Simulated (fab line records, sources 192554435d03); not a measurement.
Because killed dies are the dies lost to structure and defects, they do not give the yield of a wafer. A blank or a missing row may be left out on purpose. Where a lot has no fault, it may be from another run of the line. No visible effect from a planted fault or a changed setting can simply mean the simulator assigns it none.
A struck lot beside a sound one | flow n5_finfet | 40 steps out of a route of 1938
Sound: wafers L286.3, L286.5, L286.6. Struck: wafer L304.6 (L304.1, L304.3, from the same lot, were not struck and are left out); the cause is given at the end.
Per side, at each step with rows, come the tool, then ch with its chambers, and then its first start. Under that, the readings that differ: sound wafers | struck wafers | difference of the means | sigmas: that difference in standard deviations of wafers without a fault.
alike: a reading whose means differ by less than 2 such deviations, as well as words and numbers matching on both sides. not compared: withheld readings; readings where some wafer has no value; bounds like >300 that might hide an equal value; numbers whose values overlap and for which the record gives no deviation.
Wherever a step has rows on one side only, a row that says differs or no value, or a row with sigmas, the two part there. Numbers that have no deviation but don't overlap get no sigmas and don't part them. A reading that every wafer of one side lacks parts them only if that side has two wafers or more.

first, 12 steps without rows for these wafers: N5_HKMG_FIN_DESCUM_53 (chemistry O2, time 7.9 s); N5_HKMG_FIN_ETCH_54 (etches SiARC in CF4, target depth 45.5 nm, time 75.8 s); N5_HKMG_FIN_ETCH_55 (etches SOC in N2/H2, target depth 240 nm, time 300 s); N5_HKMG_FIN_STRIP_56 (strips in N2/H2); N5_HKMG_FIN_STRIP_57 (strips in CF4); N5_HKMG_FIN_ETCH_58 (etches SOC in N2/H2, target depth 215.8 nm, time 741 s); N5_HKMG_FIN_STRIP_93 (strips SOC in N2/H2, time 20 s); N5_HKMG_FIN_WET_ETCH_76 (etches Al2O3 in dNH4OH, stops on La2O3, target depth 2.25 nm, rinse time 30 s); N5_HKMG_FIN_STRIP_60 (strips in N2/H2, time 360 s); N5_HKMG_FIN_WET_ETCH_77 (etches La2O3 in dHCl, stops on HfO2, target depth 2 nm); N5_HKMG_FIN_WET_ETCH_78 (etches Al2O3 in dNH4OH, stops on La2O3, target depth 4.5 nm, rinse time 30 s); N5_HKMG_FIN_ALD_79 (deposits TiN, target thk 1.5 nm, pulse time 1 s, purge time 3 s).
N5_HKMG_FIN_CVD_62: deposits a-Si from Si2H6, target thk 3 nm, time 20.8 s.
  sound on thermal_cvd_si-01 ch 0,1, day 4 03:32; struck on thermal_cvd_si-01 ch 0, day 8 12:51
  reading                                   | sound | struck | difference | sigmas
  model.a-Si_of_HKMG_FIN_CVD_62.thk_nm (nm) | 3 3 3 | 4.4    | +1.4       |
  alike: chamber_pressure_Torr, heater_power_w, susceptor_temp_C
then, 25 steps without rows for these wafers: N5_HKMG_FIN_RTA_80 (time 2 s); N5_HKMG_FIN_PRECLEAN_64 (cleans in dHF, time 30 s); N5_HKMG_FIN_WET_ETCH_65 (etches a-Si in TMAH, stops on TiN, time 49 s, target depth 3 nm); N5_HKMG_FIN_WET_ETCH_81 (etches TiN in SC1, stops on HfO2, time 57 s, target depth 6 nm); N5_HKMG_FIN_WET_ETCH_82 (etches La2O3 in dHCl, stops on HfO2, target depth 2 nm, rinse time 30 s); N5_HKMG_FIN_ALD_36 (deposits TiN, target thk 1 nm, pulse time 1 s, purge time 3 s); N5_HKMG_FIN_PWFM_ALD_03 (deposits TiN, target thk 2 nm, pulse time 1 s, purge time 3 s); N5_HKMG_FIN_COAT_29 (time 60 s, resist thk 300 nm); N5_HKMG_FIN_COAT_30 (time 60 s, resist thk 35 nm); N5_HKMG_FIN_COAT_06 (resist thk 90 nm); N5_HKMG_FIN_EBR_08; N5_HKMG_FIN_SOFTBAKE_07 (time 60 s); N5_HKMG_FIN_EXPOSE_09 (exposes mask NWFM); N5_HKMG_FIN_PEB_10 (peb time 60 s); N5_HKMG_FIN_DEVELOP_11 (develop time 30 s); N5_HKMG_FIN_DESCUM_17 (chemistry O2, time 7.9 s); N5_HKMG_FIN_ETCH_31 (etches SiARC in CF4, target depth 45.5 nm, time 75.8 s); N5_HKMG_FIN_ETCH_32 (etches SOC in N2/H2, target depth 240 nm, time 300 s); N5_HKMG_FIN_STRIP_33 (strips in N2/H2); N5_HKMG_FIN_STRIP_34 (strips in CF4); N5_HKMG_FIN_ETCH_35 (etches SOC in N2/H2, target depth 215.8 nm, time 243.4 s); N5_HKMG_FIN_STRIP_92 (strips SOC in N2/H2, time 20 s); N5_HKMG_FIN_WET_ETCH_18 (etches TiN in SC1, time 55 s, target depth 5.2 nm, rinse time 30 s); N5_HKMG_FIN_STRIP_19 (strips in N2/H2, time 360 s); N5_HKMG_FIN_ALD_91 (deposits TiN, target thk 1 nm, pulse time 1 s, purge time 3 s).
-- here the record skips 4 days between the struck wafers' starts before and after, leaving off in module HKMG_FIN and picking up in module BEOL_M4 (first step shown: number 1111 of the route) --
N5_BEOL_M4_RC_MEAS_101:
  sound on prober-01 ch 0, day 7 13:34; struck on prober-01 ch 0, day 12 02:46
  reading             | sound                   | struck  | difference | sigmas
  EOT_P               | 10.46 10.58 10.60       | 10.82   | +0.27      | +3
  IGATE_P (nA/um)     | 0.0032 0.0034 0.0031    | 0.0007  | -0.0025    | -3
  IOFF_N (nA/um)      | 0.11 0.19 0.14          | 0.00    | -0.15      | -3
  IOFF_N_85C (nA/um)  | 2.3 3.6 2.6             | 0.0     | -2.8       | -3
  IOFF_N_LIN (nA/um)  | 0.055 0.084 0.063       | 0.001   | -0.066     | -4
  IOFF_N_LONG (nA/um) | 5.5e-05 5.3e-05 5.3e-05 | 2.4e-05 | -3.0e-05   | -9
  IOFF_P (nA/um)      | 0.14 0.25 0.18          | 1.18    | +0.99      | +17
  IOFF_P_85C (nA/um)  | 2.5 4.2 3.1             | 15.5    | +12.2      | +15
  IOFF_P_LIN (nA/um)  | 0.071 0.111 0.085       | 0.604   | +0.515     | +26
  IOFF_P_LONG (nA/um) | 9.9e-05 0.000101 9e-05  | 0.00041 | +0.00031   | +32
  ION_N (uA/um)       | 674 684 657             | 402     | -270       | -17
  ION_P (uA/um)       | 458 468 453             | 540     | +80        | +7
  VT_N (mV)           | 254 248 253             | 384     | +132       | +31
  VT_N_LONG (mV)      | 274.3 276.7 277.1       | 398.4   | +122.4     | +64
  VT_N_LVT (mV)       | 102 97 101              | 227     | +127       | +28
  VT_P (mV)           | -257 -250 -256          | -199    | +55        | +13
  VT_P_LONG (mV)      | -278 -278 -280          | -232    | +47        | +14
  VT_P_LVT (mV)       | -106 -98 -103           | -45     | +57        | +15
  alike: DIBL_N, DIBL_P, SS_N, SS_P
-- record jumps: 4 days separate the struck wafers' starts on either side; left off in module BEOL_M4, taken up again in module PASSIVATION, whose first shown step is the route's number 1936 --
N5_PASSIVATION_PROBE_49:
  sound: prober-02 at day 11 14:51; struck: prober-02 at day 16 11:55
  reading                | sound          | struck | difference | sigmas
  sort_bin_4_leakage (%) | 0 0 0          | 92.0   | +92.0      | +99 or more
  sort_n_pass            | 1107 1100 1097 | 0      | -1101      | -55
  sort_yield_pct (%)     | 93.8 93.2 93.0 | 0      | -93        | -55
  alike: defect_limited_yield, killed_at_M0_to_M3, killed_at_M4_up, killed_at_contacts, killed_at_front_end, killed_at_other, killed_dies, killed_on_rim, killed_open, killed_short, sort_bin_5_function, sort_bin_6_memory, sort_bin_8_speed

WHERE THEY PART
At N5_BEOL_M4_RC_MEAS_101 first; at N5_PASSIVATION_PROBE_49 last (within this record only).

WHY: whatever the simulator had introduced
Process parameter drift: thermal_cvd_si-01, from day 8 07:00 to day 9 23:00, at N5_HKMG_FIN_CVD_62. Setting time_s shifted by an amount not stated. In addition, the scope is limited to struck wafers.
